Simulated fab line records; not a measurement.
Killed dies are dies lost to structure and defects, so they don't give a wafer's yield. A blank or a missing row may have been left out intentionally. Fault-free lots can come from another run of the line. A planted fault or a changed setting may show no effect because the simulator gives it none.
fab line records + flow nandHarc
record:
- lots: 10
- wafers: 30
- lastDay: 32
route steps=1302 shown P_ZERO_WELL@16 P_STI@80 END@1302
lots untouched by any fault: they come from a run of this same line in which no faults occurred
startH: start of the lot's first displayed wafer, in hours after the record's first day + waitH: hours elapsed since this lot's preceding step + " the same as in the row above + L1.1+2: one row covering several wafers at once + - no value present, or no start provided + * or withheld: withheld + < > ~ a bound
route shown NAME@n: names a module that has steps shown in the file, with the first one's number in the route + usual: mean/standard deviation taken from wafers without a fault + same: alike in all rows + chamber/n: place in a boat + sites: the reading at each site + _std_site: standard deviation across them + _edge_site: inner sites' mean taken away from outer sites' mean + radiusMm: how far each site lies from the wafer's centre + mask NAME#n: copy n + behind: the last tool/chamber to shape the wafer + hold: what put the lot on hold/how long, in hours/how the hold closed + device: names the non-switching transistor (n, p or np) + end of line: the same wafers' tests at the end of the route + a step with no rows: only its recipe + killed: the dies lost at the first sort to structure and to defects; this is not the yield of the wafer + map: dies across one wafer; x = killed, . = not, _ = none there
set.NAME: setting as actually run; set.NAME@STEP: the setting as run at that earlier step + model.NAME: the simulator's own value behind a step, which no gauge read
one table for each step of the route and one row for each wafer, over a sample of lots
services: a tool's chamber out of use, with start hour (startH, from the record's first day; less than 0 if before it), hours out, and reason
== steps ==
step: NHARC_P_ZERO_WELL_DESCUM_13
recipe:
- timeS: 3
- o2FlowSccm: 200
- arFlowSccm: 0
- biasPowerW: 0
- chemistry: O2
usual:
- drypumpMotorCurrentA: 5.69/0.27
- oesProductAu: 0.996/0.011
- rfVppV: 57.6/0.96
- showerheadPlenumPTorr: 1.87/0.077
- throttleValvePct: 11.312/0.0087
| lot.wafer | tool       | chamber | startH | waitH | drypumpMotorCurrentA | oesProductAu | rfHoursCounterH | rfVppV | showerheadPlenumPTorr | throttleValvePct |
|-----------|------------|---------|--------|-------|----------------------|--------------|-----------------|--------|-----------------------|------------------|
| L113.3    | rieDiel-09 | 2       | 31.42  | -     | 5.84                 | 0.984        | 19              | 60.3   | 2.00                  | 11.314           |
| L113.4    | "          | 3       | "      | "     | 5.34                 | 0.985        | 17              | 57.1   | 1.81                  | 11.305           |
| L113.6    | "          | 1       | "      | "     | 5.44                 | 1.007        | -               | 57.4   | 2.01                  | 11.305           |
| L118.2    | rieDiel-05 | 3       | 81.40  | -     | 6.04                 | 0.997        | 5               | 58.7   | 1.97                  | 11.309           |
| L118.1    | "          | 0       | "      | "     | 5.56                 | 0.987        | 6               | 56.6   | 1.84                  | 11.316           |
| L118.5    | "          | 0       | "      | "     | 5.56                 | 0.992        | -               | 57.2   | 1.84                  | 11.310           |
| L126.3    | rieDiel-05 | 2       | 161.29 | -     | 6.07                 | 0.997        | 34              | 57.3   | 1.98                  | 11.315           |
| L126.2    | "          | 3       | "      | "     | 6.02                 | 0.995        | 37              | 58.0   | 1.96                  | 11.303           |
| L126.6    | "          | 0       | "      | "     | 5.54                 | 0.996        | -               | 59.1   | 1.83                  | 11.303           |
| L127.3    | rieDiel-05 | 2       | 171.28 | -     | 6.09                 | 0.993        | 40              | 57.5   | 1.98                  | 11.301           |
| L127.4    | "          | 3       | "      | "     | 6.03                 | 0.994        | 40              | 58.6   | 1.96                  | 11.303           |
| L127.5    | "          | 3       | "      | "     | 6.05                 | 1.004        | -               | 56.9   | 1.96                  | 11.307           |
| L128.2    | rieDiel-11 | 1       | 181.29 | -     | 5.47                 | 0.996        | 31              | 57.6   | 1.83                  | 11.313           |
| L128.3    | "          | 3       | "      | "     | 5.67                 | 0.978        | 26              | 58.7   | 1.91                  | 11.325           |
| L128.5    | "          | 1       | "      | "     | 5.48                 | 0.990        | -               | 57.2   | 1.83                  | 11.325           |
| L129.1    | rieDiel-09 | 2       | 191.40 | -     | 5.85                 | 0.995        | 13              | 58.8   | 1.98                  | 11.300           |
| L129.6    | "          | 3       | "      | "     | 5.35                 | 1.004        | -               | 57.5   | 1.80                  | 11.319           |
| L129.4    | "          | 0       | "      | "     | 5.29                 | 1.012        | -               | 56.6   | 1.79                  | 11.317           |
| L130.3    | rieDiel-11 | 1       | 201.45 | -     | 5.46                 | 0.992        | 36              | 58.1   | 1.83                  | 11.302           |
| L130.1    | "          | 2       | "      | "     | 6.03                 | 0.991        | 36              | 55.2   | 1.79                  | 11.307           |
| L130.4    | "          | 1       | "      | "     | 5.45                 | 0.988        | -               | 56.3   | 1.83                  | 11.317           |
| L132.2    | rieDiel-09 | 2       | 221.49 | -     | 5.83                 | 0.986        | 26              | 59.4   | 1.98                  | 11.318           |
| L132.5    | "          | 3       | "      | "     | 5.35                 | 1.001        | -               | 57.5   | 1.80                  | 11.317           |
| L132.6    | "          | 0       | "      | "     | 5.28                 | 1.003        | -               | 57.4   | 1.78                  | 11.327           |
| L133.2    | rieDiel-11 | 3       | 231.39 | -     | 5.69                 | 0.994        | 42              | 58.6   | 1.90                  | 11.309           |
| L133.3    | "          | 0       | "      | "     | 5.95                 | 1.006        | 43              | 58.8   | 1.80                  | 11.312           |
| L133.1    | "          | 1       | "      | "     | 5.49                 | 0.998        | 46              | 56.7   | 1.82                  | 11.303           |
| L134.3    | rieDiel-05 | 3       | 241.39 | -     | 6.07                 | 0.995        | 1               | 57.5   | 1.95                  | 11.302           |
| L134.4    | "          | 0       | "      | "     | 5.56                 | 0.991        | 1               | 57.0   | 1.83                  | 11.320           |
| L134.6    | "          | 0       | "      | "     | 5.56                 | 0.991        | -               | 57.1   | 1.83                  | 11.319           |
step: NHARC_P_ZERO_WELL_ETCH_62
recipe:
- targetDepthA: 130
- timeS: 6.5
- chf3FlowSccm: 50
- arFlowSccm: 200
- rfW: 500
- biasW: 200
- chemistry: CHF3/Ar
usual:
- drypumpMotorCurrentA: 5.71/0.27
- oesProductAu: 0.958/0.018
- rfVppV: 369.3/2.3
- showerheadPlenumPTorr: 2.29/0.092
- throttleValvePct: 20.217/0.0077
| lot.wafer | tool       | chamber | startH | waitH | drypumpMotorCurrentA | oesProductAu | rfHoursCounterH | rfVppV | showerheadPlenumPTorr | throttleValvePct |
|-----------|------------|---------|--------|-------|----------------------|--------------|-----------------|--------|-----------------------|------------------|
| L113.4    | rieDiel-09 | 1       | -      | -     | 5.44                 | 0.946        | 17              | 373.1  | 2.46                  | 20.210           |
| L113.3    | "          | 2       | "      | "     | 5.84                 | 0.940        | 19              | 373.6  | 2.44                  | 20.218           |
| L113.6    | "          | 0       | "      | "     | 5.31                 | 0.971        | -               | 367.7  | 2.21                  | 20.220           |
| L118.2    | rieDiel-05 | 1       | -      | -     | 5.77                 | 0.948        | 6               | 368.0  | 2.25                  | 20.226           |
| L118.1    | "          | 3       | "      | "     | 6.07                 | 0.960        | 5               | 372.1  | 2.41                  | 20.208           |
| L118.5    | "          | 0       | "      | "     | 5.56                 | 0.960        | -               | 367.6  | 2.26                  | 20.211           |
| L126.3    | rieDiel-05 | 3       | -      | -     | 6.06                 | 0.950        | 37              | 371.9  | 2.40                  | 20.210           |
| L126.2    | "          | 0       | "      | "     | 5.58                 | 0.934        | 37              | 368.3  | 2.25                  | 20.213           |
| L126.6    | "          | 3       | "      | "     | 6.06                 | 0.962        | -               | 372.4  | 2.40                  | 20.216           |
| L127.3    | rieDiel-05 | 3       | -      | -     | 6.04                 | 0.959        | 40              | 372.0  | 2.40                  | 20.208           |
| L127.4    | "          | 0       | "      | "     | 5.58                 | 0.971        | 41              | 368.6  | 2.25                  | 20.223           |
| L127.5    | "          | 2       | "      | "     | 6.08                 | 0.965        | -               | 373.8  | 2.42                  | 20.221           |
| L128.3    | rieDiel-11 | 3       | -      | -     | 5.65                 | 0.948        | 26              | 369.3  | 2.34                  | 20.231           |
| L128.2    | "          | 0       | "      | "     | 5.96                 | 0.941        | 30              | 367.7  | 2.22                  | 20.227           |
| L128.5    | "          | 1       | "      | "     | 5.46                 | 0.928        | -               | 368.6  | 2.24                  | 20.206           |
| L129.1    | rieDiel-09 | 2       | -      | -     | 5.85                 | 0.956        | 13              | 371.9  | 2.42                  | 20.218           |
| L129.4    | "          | 2       | "      | "     | 5.88                 | 0.953        | -               | 372.3  | 2.42                  | 20.209           |
| L129.6    | "          | 3       | "      | "     | 5.36                 | 0.967        | -               | 367.2  | 2.21                  | 20.216           |
| L130.1    | rieDiel-11 | 3       | -      | -     | 5.69                 | 0.947        | 33              | 369.8  | 2.34                  | 20.215           |
| L130.3    | "          | 1       | "      | "     | 5.48                 | 0.949        | 36              | 367.6  | 2.24                  | 20.211           |
| L130.4    | "          | 3       | "      | "     | 5.68                 | 0.951        | -               | 369.5  | 2.34                  | 20.230           |
| L132.2    | rieDiel-09 | 3       | -      | -     | 5.33                 | 0.970        | 22              | 367.8  | 2.21                  | 20.227           |
| L132.6    | "          | 3       | "      | "     | 5.33                 | 0.968        | -               | 366.9  | 2.21                  | 20.210           |
| L132.5    | "          | 0       | "      | "     | 5.31                 | 0.971        | -               | 367.4  | 2.19                  | 20.206           |
| L133.1    | rieDiel-11 | 0       | -      | -     | 5.97                 | 0.955        | 43              | 366.8  | 2.21                  | 20.203           |
| L133.2    | "          | 1       | "      | "     | 5.48                 | 0.982        | 46              | 368.8  | 2.24                  | 20.217           |
| L133.3    | "          | 2       | "      | "     | 6.07                 | 0.963        | 46              | 365.9  | 2.19                  | 20.215           |
| L134.3    | rieDiel-05 | 1       | -      | -     | 5.75                 | 0.969        | 1               | 368.8  | 2.23                  | 20.223           |
| L134.4    | "          | 3       | "      | "     | 6.04                 | 0.956        | 1               | 371.7  | 2.39                  | 20.233           |
| L134.6    | "          | 1       | "      | "     | 5.74                 | 0.964        | -               | 368.3  | 2.23                  | 20.211           |
step: NHARC_P_ZERO_WELL_ETCH_63
recipe:
- targetDepthA: 1200
- timeS: 40.1
- hbrFlowSccm: 150
- cl2FlowSccm: 50
- rfW: 400
- icpW: 400
- biasW: 100
- chemistry: HBr/Cl2
usual:
- drypumpMotorCurrentA: 5.7/0.58
- oesProductAu: 0.998/0.0093
- throttleValvePct: 26.405/0.0085
| lot.wafer | tool     | chamber | startH | waitH | drypumpMotorCurrentA | oesProductAu | rfHoursCounterH | throttleValvePct |
|-----------|----------|---------|--------|-------|----------------------|--------------|-----------------|------------------|
| L113.4    | rieSi-01 | 3       | 31.89  | -     | 5.7                  | 1.004        | 0.1             | 26.415           |
| L113.3    | "        | 1       | "      | "     | 6.7                  | 1.001        | 0.1             | 26.400           |
| L113.6    | "        | 3       | "      | "     | 5.7                  | 0.997        | -               | 26.415           |
| L118.1    | rieSi-06 | 1       | 81.72  | -     | 5.4                  | 1.009        | 0.0             | 26.413           |
| L118.2    | "        | 2       | "      | "     | 5.1                  | 0.974        | 0.0             | 26.388           |
| L118.5    | "        | 0       | "      | "     | 5.4                  | 0.981        | -               | 26.396           |
| L126.3    | rieSi-01 | 3       | 161.68 | -     | 5.7                  | 1.006        | 1.0             | 26.404           |
| L126.2    | "        | 0       | "      | "     | 5.6                  | 1.001        | 1.0             | 26.397           |
| L126.6    | "        | 1       | "      | "     | 6.7                  | 0.990        | -               | 26.396           |
| L127.4    | rieSi-06 | 2       | 171.54 | -     | 5.1                  | 0.999        | 0.6             | 26.403           |
| L127.3    | "        | 0       | "      | "     | 5.4                  | 0.978        | 0.5             | 26.404           |
| L127.5    | "        | 2       | "      | "     | 5.1                  | 0.989        | -               | 26.419           |
| L128.2    | rieSi-01 | 3       | 181.58 | -     | 5.7                  | 1.003        | 1.2             | 26.391           |
| L128.3    | "        | 0       | "      | "     | 5.6                  | 0.995        | 1.2             | 26.399           |
| L128.5    | "        | 2       | "      | "     | 6.1                  | 0.988        | -               | 26.410           |
| L129.4    | rieSi-06 | 1       | 191.71 | -     | 5.3                  | 1.009        | 0.7             | 26.409           |
| L129.1    | "        | 2       | "      | "     | 5.1                  | 0.983        | 0.8             | 26.408           |
| L129.6    | "        | 1       | "      | "     | 5.3                  | 1.007        | -               | 26.415           |
| L130.1    | rieSi-06 | 2       | 201.73 | -     | 5.1                  | 0.999        | 0.9             | 26.399           |
| L130.4    | "        | 3       | "      | "     | 6.0                  | 1.013        | 0.8             | 26.398           |
| L130.3    | "        | 1       | "      | "     | 5.3                  | 1.006        | 0.8             | 26.411           |
| L132.2    | rieSi-04 | 2       | 221.72 | -     | 5.1                  | 0.983        | 0.4             | 26.409           |
| L132.6    | "        | 2       | "      | "     | 5.1                  | 0.976        | -               | 26.403           |
| L132.5    | "        | 3       | "      | "     | 6.5                  | 0.993        | -               | 26.402           |
| L133.2    | rieSi-06 | 3       | 231.65 | -     | 5.9                  | 1.020        | 1.0             | 26.404           |
| L133.3    | "        | 0       | "      | "     | 5.4                  | 0.992        | 0.9             | 26.411           |
| L133.1    | "        | 1       | "      | "     | 5.3                  | 1.011        | 1.1             | 26.384           |
| L134.3    | rieSi-06 | 0       | 241.66 | -     | 5.4                  | 0.981        | 0.9             | 26.397           |
| L134.4    | "        | 2       | "      | "     | 5.1                  | 0.998        | 1.3             | 26.393           |
| L134.6    | "        | 3       | "      | "     | 6.0                  | 1.012        | -               | 26.403           |
step: NHARC_P_STI_EXPOSE_06
recipe:
- na: 0.55
- targetCdNm: 200
- doseMj: 37.69
- maskId: P_STI
usual:
- focusOffsetNm: 0.0/0.48
- reticleTempC: 22.98/0.097
| lot.wafer | tool          | chamber | startH | waitH | mask       | focusOffsetNm | reticleTempC |
|-----------|---------------|---------|--------|-------|------------|---------------|--------------|
| L113.3    | krfScanner-02 | 0       | 54.18  | -     | P_STI#0    | 0.1           | 22.96        |
| L113.4    | "             | 0       | "      | "     | P_STI#0    | -0.2          | 23.05        |
| L113.6    | "             | 0       | "      | "     | P_STI#0    | -0.1          | 22.91        |
| L118.1    | krfScanner-03 | 0       | 105.17 | -     | P_STI_R1#0 | 0.8           | 22.81        |
| L118.2    | "             | 0       | "      | "     | P_STI_R1#0 | -0.3          | 22.86        |
| L118.5    | "             | 0       | "      | "     | P_STI_R1#0 | 0.2           | 22.81        |
| L126.2    | krfScanner-02 | 0       | 182.59 | -     | P_STI#0    | -0.3          | 23.07        |
| L126.3    | "             | 0       | "      | "     | P_STI#0    | -1.0          | 23.10        |
| L126.6    | "             | 0       | "      | "     | P_STI#0    | -0.3          | 22.97        |
| L127.3    | krfScanner-01 | 0       | 193.89 | -     | P_STI#0    | 0.1           | 23.01        |
| L127.4    | "             | 0       | "      | "     | P_STI#0    | -0.3          | 23.13        |
| L127.5    | "             | 0       | "      | "     | P_STI#0    | 0.1           | 23.06        |
| L128.2    | krfScanner-03 | 0       | 204.16 | -     | P_STI#0    | -0.4          | 23.10        |
| L128.3    | "             | 0       | "      | "     | P_STI#0    | -0.5          | 22.93        |
| L128.5    | "             | 0       | "      | "     | P_STI#0    | -0.6          | 22.79        |
| L129.1    | krfScanner-03 | 0       | 213.67 | -     | P_STI#0    | 0.4           | 22.83        |
| L129.4    | "             | 0       | "      | "     | P_STI#0    | 0.1           | 22.97        |
| L129.6    | "             | 0       | "      | "     | P_STI#0    | 0.0           | 23.00        |
| L130.1    | krfScanner-01 | 0       | 224.41 | -     | P_STI#0    | 0.1           | 22.95        |
| L130.3    | "             | 0       | "      | "     | P_STI#0    | 0.0           | 22.82        |
| L130.4    | "             | 0       | "      | "     | P_STI#0    | 0.6           | 22.98        |
| L132.2    | krfScanner-03 | 0       | 243.41 | -     | P_STI#0    | -0.5          | 22.92        |
| L132.5    | "             | 0       | "      | "     | P_STI#0    | 0.2           | 22.97        |
| L132.6    | "             | 0       | "      | "     | P_STI#0    | 0.2           | 22.87        |
| L133.1    | krfScanner-03 | 0       | 254.71 | -     | P_STI#0    | 0.1           | 22.98        |
| L133.2    | "             | 0       | "      | "     | P_STI#0    | 0.3           | 22.85        |
| L133.3    | "             | 0       | "      | "     | P_STI#0    | 0.1           | 22.81        |
| L134.3    | krfScanner-03 | 0       | 263.45 | -     | P_STI#0    | 0.7           | 22.91        |
| L134.4    | "             | 0       | "      | "     | P_STI#0    | 0.4           | 22.93        |
| L134.6    | "             | 0       | "      | "     | P_STI#0    | 0.8           | 22.95        |
step: NHARC_P_STI_CD_MEAS_09
recipe:
- targetCdNm: 200
- landingEnergyEv: 500
usual:
- cdNm: 199.8/1.9
| lot.wafer | tool     | chamber | startH | waitH | hold                    | cdNm  |
|-----------|----------|---------|--------|-------|-------------------------|-------|
| L113.3    | cdSem-01 | 0       | 54.32  | -     | -                       | 200.3 |
| L113.4    | "        | 0       | "      | "     | -                       | 199.7 |
| L113.6    | "        | 0       | "      | "     | -                       | 199.0 |
| L118.1    | cdSem-02 | 0       | 105.32 | -     | awaitDispo/0.2h/release | 208.8 |
| L118.2    | "        | 0       | "      | "     | awaitDispo/0.2h/release | 207.1 |
| L118.5    | "        | 0       | "      | "     | awaitDispo/0.2h/release | 204.7 |
| L118.1    | cdSem-02 | 0       | -      | -     | -                       | 209.0 |
| L118.2    | "        | 0       | "      | "     | -                       | 207.0 |
| L118.5    | "        | 0       | "      | "     | -                       | 204.9 |
| L126.2    | cdSem-02 | 0       | 182.74 | -     | -                       | 196.4 |
| L126.3    | "        | 0       | "      | "     | -                       | 198.8 |
| L126.6    | "        | 0       | "      | "     | -                       | 200.1 |
| L127.3    | cdSem-02 | 0       | 194.04 | -     | -                       | 200.2 |
| L127.4    | "        | 0       | "      | "     | -                       | 198.6 |
| L127.5    | "        | 0       | "      | "     | -                       | 199.2 |
| L128.2    | cdSem-02 | 0       | 204.31 | -     | -                       | 199.7 |
| L128.3    | "        | 0       | "      | "     | -                       | 200.3 |
| L128.5    | "        | 0       | "      | "     | -                       | 198.2 |
| L129.1    | cdSem-02 | 0       | 213.82 | -     | -                       | 198.3 |
| L129.4    | "        | 0       | "      | "     | -                       | 200.3 |
| L129.6    | "        | 0       | "      | "     | -                       | 201.2 |
| L130.1    | cdSem-01 | 0       | 224.57 | -     | -                       | 201.4 |
| L130.3    | "        | 0       | "      | "     | -                       | 202.1 |
| L130.4    | "        | 0       | "      | "     | -                       | 202.5 |
| L132.2    | cdSem-03 | 0       | 243.56 | -     | -                       | 201.5 |
| L132.5    | "        | 0       | "      | "     | -                       | 201.9 |
| L132.6    | "        | 0       | "      | "     | -                       | 202.5 |
| L133.1    | cdSem-02 | 0       | 254.86 | -     | -                       | 199.7 |
| L133.2    | "        | 0       | "      | "     | -                       | 200.9 |
| L133.3    | "        | 0       | "      | "     | -                       | 198.3 |
| L134.3    | cdSem-03 | 0       | 263.59 | -     | -                       | 197.8 |
| L134.4    | "        | 0       | "      | "     | -                       | 196.6 |
| L134.6    | "        | 0       | "      | "     | -                       | 198.5 |
step: NHARC_P_STI_OCD_MEAS_17
usual:
- trenchDepthNm: 300/4.2
- trenchFootCdNm: 157.8/2
| lot.wafer | tool   | chamber | startH | waitH | hold                    | trenchDepthNm | trenchFootCdNm |
|-----------|--------|---------|--------|-------|-------------------------|---------------|----------------|
| L113.3    | ocd-02 | -       | 55.11  | 0.1   | -                       | 295           | 159.1          |
| L113.4    | "      | -       | "      | "     | -                       | 301           | 157.4          |
| L113.6    | "      | -       | "      | "     | -                       | 298           | 157.6          |
| L118.1    | ocd-02 | -       | 119.13 | 1.9   | awaitDispo/0.2h/release | 299           | 166.8          |
| L118.2    | "      | -       | "      | "     | awaitDispo/0.2h/release | 297           | 165.4          |
| L118.5    | "      | -       | "      | "     | awaitDispo/0.2h/release | 293           | 163.7          |
| L118.1    | ocd-02 | -       | 119.31 | 0.2   | -                       | 299           | 166.7          |
| L118.2    | "      | -       | "      | "     | -                       | 298           | 165.6          |
| L118.5    | "      | -       | "      | "     | -                       | 292           | 163.8          |
| L126.2    | ocd-02 | -       | 183.54 | 0.1   | -                       | 295           | 155.1          |
| L126.3    | "      | -       | "      | "     | -                       | 307           | 156.2          |
| L126.6    | "      | -       | "      | "     | -                       | 300           | 158.3          |
| L127.3    | ocd-01 | -       | 194.82 | 0.1   | -                       | 298           | 157.8          |
| L127.4    | "      | -       | "      | "     | -                       | 305           | 156.0          |
| L127.5    | "      | -       | "      | "     | -                       | 300           | 157.1          |
| L128.2    | ocd-02 | -       | 205.12 | 0.1   | -                       | 299           | 157.7          |
| L128.3    | "      | -       | "      | "     | -                       | 304           | 158.0          |
| L128.5    | "      | -       | "      | "     | -                       | 309           | 155.4          |
| L129.1    | ocd-02 | -       | 214.60 | 0.1   | -                       | 297           | 156.3          |
| L129.4    | "      | -       | "      | "     | -                       | 297           | 158.8          |
| L129.6    | "      | -       | "      | "     | -                       | 296           | 159.5          |
| L130.1    | ocd-02 | -       | 225.39 | 0.1   | -                       | 307           | 158.5          |
| L130.3    | "      | -       | "      | "     | -                       | 296           | 160.6          |
| L130.4    | "      | -       | "      | "     | -                       | 303           | 160.1          |
| L132.2    | ocd-01 | -       | 244.35 | 0.1   | -                       | 309           | 158.8          |
| L132.5    | "      | -       | "      | "     | -                       | 308           | 159.1          |
| L132.6    | "      | -       | "      | "     | -                       | 303           | 159.4          |
| L133.1    | ocd-01 | -       | 255.69 | 0.1   | -                       | 296           | 158.2          |
| L133.2    | "      | -       | "      | "     | -                       | 295           | 159.7          |
| L133.3    | "      | -       | "      | "     | -                       | 295           | 156.4          |
| L134.3    | ocd-02 | -       | 264.37 | 0.1   | -                       | 294           | 157.1          |
| L134.4    | "      | -       | "      | "     | -                       | 297           | 154.8          |
| L134.6    | "      | -       | "      | "     | -                       | 304           | 156.3          |
step: NHARC_END_SORT_01
recipe:
- tempC: 25
usual:
- killedAtArray: 53/21
- killedAtOther: 1.1/1.5
- killedAtPeriphery: 3.9/2.7
- killedDies: 58/21
- killedOpen: 3.4/1.9
- killedShort: 2.3/1.5
same:
- grossDies: 677
| lot.wafer | tool      | chamber | startH | waitH | killedAtArray | killedAtOther | killedAtPeriphery | killedDies | killedOpen | killedShort |
|-----------|-----------|---------|--------|-------|---------------|---------------|-------------------|------------|------------|-------------|
| L126.2    | prober-02 | 0       | 704.44 | 2.8   | 66            | 0             | 2                 | 68         | 0          | 2           |
| L126.3    | prober-02 | 0       | 705.25 | 3.1   | 52            | 0             | 7                 | 59         | 8          | 1           |
| L126.6    | prober-02 | 0       | 707.66 | 4.0   | 58            | 0             | 3                 | 61         | 4          | 6           |
| L127.3    | prober-01 | 0       | 711.79 | 3.1   | 40            | 0             | 12                | 52         | 2          | 1           |
| L127.4    | prober-01 | 0       | 712.59 | 3.4   | 44            | 0             | 5                 | 49         | 3          | 3           |
| L127.5    | prober-01 | 0       | 713.39 | 3.7   | 50            | 0             | 13                | 63         | 5          | 4           |
| L129.1    | prober-02 | 0       | 733.19 | 2.5   | 33            | 2             | 0                 | 35         | 4          | 1           |
| L129.4    | prober-02 | 0       | 735.57 | 3.4   | 32            | 0             | 0                 | 32         | 3          | 2           |
| L129.6    | prober-02 | 0       | 737.15 | 4.0   | 31            | 1             | 0                 | 32         | 3          | 4           |
killed by level:class
L126.2 A_CHANNEL_HOLE_D1:chamberFilmFlake=31 A_CHANNEL_HOLE_D2:chamberFilmFlake=28 A_SLIT:chamberFilmFlake=2 A_SOURCE_PLATE:geometricParticle:short=1 A_CHANNEL_FILL_D2:geometricParticle:short=1 P_M0:chamberFilmFlake=1 P_M1:chamberFilmFlake=1 A_STAIRCASE:chamberFilmFlake=1
L126.3 A_CHANNEL_HOLE_D1:chamberFilmFlake=19 A_CHANNEL_HOLE_D2:chamberFilmFlake=19 P_CONTACT:geometricParticle:open=3 A_SLIT:chamberFilmFlake=3 A_BONDPAD:chamberFilmFlake=3 A_DECK1_JOINT:geometricParticle:open=2 P_M0:chamberFilmFlake=2 A_CONTACT:chamberFilmFlake=2
L126.6 A_CHANNEL_HOLE_D1:chamberFilmFlake=24 A_CHANNEL_HOLE_D2:chamberFilmFlake=16 A_BONDPAD:chamberFilmFlake=4 A_SOURCE_PLATE:geometricParticle:short=2 A_SLIT:chamberFilmFlake=2 A_CHANNEL_FILL_D2:chamberFilmFlake=2 A_CONTACT:chamberFilmFlake=2 P_CONTACT:geometricParticle:short=1
L127.3 A_CHANNEL_HOLE_D1:chamberFilmFlake=32 P_M0:chamberFilmFlake=5 P_GATE:chamberFilmFlake=4 A_STAIRCASE:chamberFilmFlake=2 P_GATE:geometricParticle:open=1 P_CONTACT:geometricParticle:open=1 A_CHANNEL_FILL_D1:geometricParticle:short=1 P_STI:chamberFilmFlake=1
L127.4 A_CHANNEL_HOLE_D1:chamberFilmFlake=28 A_STAIRCASE:chamberFilmFlake=5 P_GATE:chamberFilmFlake=3 A_CONTACT:chamberFilmFlake=2 A_BONDPAD:chamberFilmFlake=2 P_CONTACT:geometricParticle:short=1 A_ONON_D1:geometricParticle:short=1 A_DECK1_JOINT:geometricParticle:open=1
L127.5 A_CHANNEL_HOLE_D1:chamberFilmFlake=37 P_GATE:chamberFilmFlake=7 A_STAIRCASE:chamberFilmFlake=3 P_GATE:geometricParticle:open=2 A_CHANNEL_HOLE_D2:geometricParticle:open=2 A_SLIT:chamberFilmFlake=2 A_WL_FILL:chamberFilmFlake=2 P_STI:geometricParticle:short=1
L129.1 A_CHANNEL_HOLE_D1:chamberFilmFlake=11 A_DECK1_JOINT:chamberFilmFlake=4 A_CHANNEL_FILL_D2:chamberFilmFlake=4 A_CONTACT:chamberFilmFlake=4 A_CHANNEL_FILL_D1:chamberFilmFlake=3 A_ONON_D1:geometricParticle:open=1 A_CHANNEL_FILL_D1:geometricParticle:short=1 A_ONON_D2:geometricParticle:open=1
L129.4 A_CHANNEL_HOLE_D1:chamberFilmFlake=11 A_SLIT:chamberFilmFlake=4 A_CONTACT:chamberFilmFlake=4 A_ZERO_WELL:chamberFilmFlake=2 A_DECK1_JOINT:chamberFilmFlake=2 A_ONON_D1:geometricParticle:short=1 A_CHANNEL_HOLE_D1:geometricParticle:open=1 A_CHANNEL_FILL_D2:geometricParticle:open=1
L129.6 A_CHANNEL_HOLE_D1:chamberFilmFlake=9 A_CONTACT:chamberFilmFlake=7 A_SLIT:chamberFilmFlake=3 A_CHANNEL_FILL_D2:chamberFilmFlake=2 A_STAIRCASE:chamberFilmFlake=2 A_ONON_D1:geometricParticle:short=1 A_ONON_D1:geometricParticle:open=1 A_DECK1_JOINT:geometricParticle:open=1
== services ==
| tool          | chamber | startH | hours | kind   |
|---------------|---------|--------|-------|--------|
| rieSi-06      | 3       | 15.30  | 13.1  | repair |
| rieDiel-05    | 3       | 21.56  | 9.9   | repair |
| rieDiel-11    | 1       | 22.45  | 3.0   | repair |
| rieSi-06      | 0       | 34.23  | 18.1  | repair |
| rieDiel-05    | 0       | 48.07  | 2.3   | repair |
| krfScanner-03 | -       | 52.00  | 4.0   | pm     |
| rieDiel-05    | -       | 52.60  | 9.0   | pm     |
| rieSi-06      | -       | 72.00  | 9.0   | pm     |
| rieDiel-09    | 3       | 72.07  | 46.2  | repair |
| rieDiel-05    | 2       | 76.34  | 6.3   | repair |
| rieDiel-11    | -       | 81.79  | 9.0   | pm     |
| krfScanner-03 | -       | 124.00 | 4.1   | repair |
| rieDiel-05    | 0       | 124.09 | 3.5   | repair |
| rieDiel-05    | 2       | 128.11 | 4.4   | repair |
| rieDiel-09    | -       | 143.62 | 9.0   | pm     |
| krfScanner-03 | -       | 154.91 | 5.8   | repair |
| rieDiel-11    | 3       | 172.14 | 8.8   | repair |
| rieDiel-05    | 2       | 172.77 | 9.9   | repair |
| rieDiel-11    | 0       | 182.85 | 2.5   | repair |
| rieSi-06      | -       | 187.09 | 0.9   | repair |
| rieDiel-09    | 1       | 187.75 | 7.5   | repair |
| rieDiel-05    | -       | 191.97 | 0.2   | repair |
| rieDiel-05    | 1       | 223.32 | 14.4  | repair |
| rieDiel-05    | -       | 229.60 | 9.0   | pm     |
== key ==
firstSign:
- step: NHARC_P_STI_EXPOSE_06
- reading: mask
- direction: changed
effect:
- step: NHARC_P_STI_CD_MEAS_09
- reading: visit
- direction: added
effect:
- step: NHARC_P_STI_OCD_MEAS_17
- reading: visit
- direction: added
metAt NHARC_P_STI_EXPOSE_06
struckLots L118
testerLeftOut L118
notActingAt NHARC_P_ZERO_WELL_DESCUM_13,NHARC_P_ZERO_WELL_ETCH_62,NHARC_P_ZERO_WELL_ETCH_63
fault:
- kind: wrongMask
- tool: any
- chamber: -
- onsetH: 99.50
- steps: NHARC_P_STI_EXPOSE_06
- auxCopy: P_STI_R1#0
- cdOffsetNm: 8.8322
- scope: struckLotsOnly
testerLeftOut: of these lots the tester's yield and bins aren't shown, on N5 and GAA mostly nor the transistor test; their killed dies are dies lost to structure and defects alone, not to doping, threshold or leakage, so they don't give the yield
